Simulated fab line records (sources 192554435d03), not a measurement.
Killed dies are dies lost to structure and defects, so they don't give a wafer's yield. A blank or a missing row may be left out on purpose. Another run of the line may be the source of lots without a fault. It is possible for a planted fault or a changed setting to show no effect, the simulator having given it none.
Chamber matching    flow n5-finfet    rie-diel-01 running N5_BEOL_M0_TRENCH_ETCH_107: 4 sister chambers
The step etches SiOC in C4F6/O2, target depth 32.8 nm, time 16.4 s. 20 wafers are shown with their chamber, then 10 later ones without.

## EACH WAFER AND ITS CHAMBER
wafer   chamber  drypump-motor-current-A (A)  throttle-valve-pct (%)  showerhead-plenum-p-Torr (Torr)
L076.1  2        5.5                          20.75                   2.86
L076.2  1        4.9                          20.51                   2.80
L076.4  1        4.8                          20.52                   2.80
L077.1  1        4.9                          20.52                   2.80
L077.5  2        5.5                          20.75                   2.85
L077.6  1        4.9                          20.51                   2.80
L081.1  0        5.4                          21.06                   2.92
L081.2  1        4.8                          20.53                   2.79
L081.6  2        5.5                          20.77                   2.85
L084.1  2        5.5                          20.76                   2.85
L084.3  0        5.4                          21.04                   2.92
L084.6  3        5.8                          20.69                   2.89
L087.3  3        5.8                          20.72                   2.89
L087.5  3        5.8                          20.69                   2.89
L087.6  0        5.4                          21.07                   2.91
L088.1  0        5.3                          21.05                   2.91
L088.3  1        4.8                          20.58                   2.79
L088.4  2        5.5                          20.80                   2.84
L091.1  1        4.8                          20.57                   2.78
L091.5  2        5.5                          20.81                   2.84

SIGNATURES (averages over the wafers above)
reading                   chamber 0  chamber 1  chamber 2  chamber 3  scatter within a chamber
drypump-motor-current-A   5.375      4.843      5.500      5.800      0.0392
throttle-valve-pct        21.0550    20.5343    20.7733    20.7000    0.0242
showerhead-plenum-p-Torr  2.9150     2.7943     2.8483     2.8900     0.00687
Rule: for a wafer and a chamber, the distance is found by dividing, reading by reading, the gap between the wafer's reading and the chamber's mean by the reading's scatter, squaring, summing and taking the root. If the next closest chamber is less than 2 further off than the closest, the wafer can't be placed; otherwise it belongs to the closest. How the scatter is found: for the shown wafers, subtract from each reading the mean of its chamber, square and add these, divide the total by (wafers less chambers), then take the root.

## WAFERS MISSING THEIR CHAMBER
wafer   drypump-motor-current-A (A)  throttle-valve-pct (%)  showerhead-plenum-p-Torr (Torr)
L091.6  5.8                          20.70                   2.88
L093.1  5.8                          20.71                   2.88
L093.2  5.4                          21.08                   2.91
L093.4  5.5                          20.81                   2.84
L095.1  5.8                          20.72                   2.88
L095.4  5.5                          20.81                   2.84
L095.6  4.9                          20.60                   2.78
L096.2  4.9                          20.59                   2.78
L096.4  5.5                          20.83                   2.83
L096.6  5.5                          20.82                   2.83

## THE CHAMBER EACH PASSED THROUGH
wafer   from the rows above  in truth
L091.6  3                    3
L093.1  3                    3
L093.2  0                    0
L093.4  2                    2
L095.1  3                    3
L095.4  2                    2
L095.6  1                    1
L096.2  1                    1
L096.4  2                    2
L096.6  2                    2
10 of 10 placed correctly. From these rows, 0 cannot be placed. 0 placed wrongly.
